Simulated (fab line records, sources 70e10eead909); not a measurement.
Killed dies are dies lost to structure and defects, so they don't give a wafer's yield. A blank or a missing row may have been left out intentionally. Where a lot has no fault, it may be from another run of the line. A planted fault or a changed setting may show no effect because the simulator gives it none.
Chamber matching :: flow nand_harc :: NHARC_A_STAIRCASE_CMP_450 on cmp-04 has 4 sister chambers
The step polishes SiO2, target thk 200 nm. 8 wafers are shown with their chamber, then 9 later ones without.

WAFERS WITH THEIR CHAMBER
wafer: L086.1
chamber: 2
motor_current_A (A): 10.1

wafer: L086.6
chamber: 2
motor_current_A (A): 9.9

wafer: L087.2
chamber: 1
motor_current_A (A): 9.9

wafer: L087.5
chamber: 0
motor_current_A (A): 13.5

wafer: L087.6
chamber: 1
motor_current_A (A): 10.2

wafer: L089.1
chamber: 3
motor_current_A (A): 15.2

wafer: L089.3
chamber: 0
motor_current_A (A): 13.8

wafer: L089.5
chamber: 3
motor_current_A (A): 15.6

WAFERS WHOSE CHAMBER IS MISSING
wafer: L091.2
motor_current_A (A): 10.0

wafer: L091.5
motor_current_A (A): 9.9

wafer: L091.6
motor_current_A (A): 12.6

wafer: L090.3
motor_current_A (A): 9.5

wafer: L090.4
motor_current_A (A): 13.0

wafer: L090.6
motor_current_A (A): 13.5

wafer: L093.1
motor_current_A (A): 10.0

wafer: L093.3
motor_current_A (A): 9.6

wafer: L093.6
motor_current_A (A): 9.7

THE CHAMBER EACH PASSED THROUGH
wafer: L091.2
from the rows above: can't be placed: 2 or 1
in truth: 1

wafer: L091.5
from the rows above: can't be placed: 2 or 1
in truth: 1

wafer: L091.6
from the rows above: 0
in truth: 0

wafer: L090.3
from the rows above: can't be placed: 2 or 1
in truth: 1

wafer: L090.4
from the rows above: 0
in truth: 0

wafer: L090.6
from the rows above: 0
in truth: 0

wafer: L093.1
from the rows above: can't be placed: 2 or 1
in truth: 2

wafer: L093.3
from the rows above: can't be placed: 2 or 1
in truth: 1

wafer: L093.6
from the rows above: can't be placed: 2 or 1
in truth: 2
3 of 9 placed correctly. Not placeable from these rows: 6 (in 6, the candidates include the true chamber). 0 placed wrongly.
How it was worked out, from the rows above alone: a wafer's distance from a chamber is the root of the sum, over the readings, of the square of ((its reading less the chamber's mean) divided by the reading's scatter). If the next closest chamber is less than 2 further off than the closest, the wafer can't be placed; otherwise it belongs to the closest. The mean given for a chamber averages the wafers shown for that chamber. The scatter: the root of (the sum of the squares of (reading less its chamber's mean) over the shown wafers, divided by (wafers less chambers)).
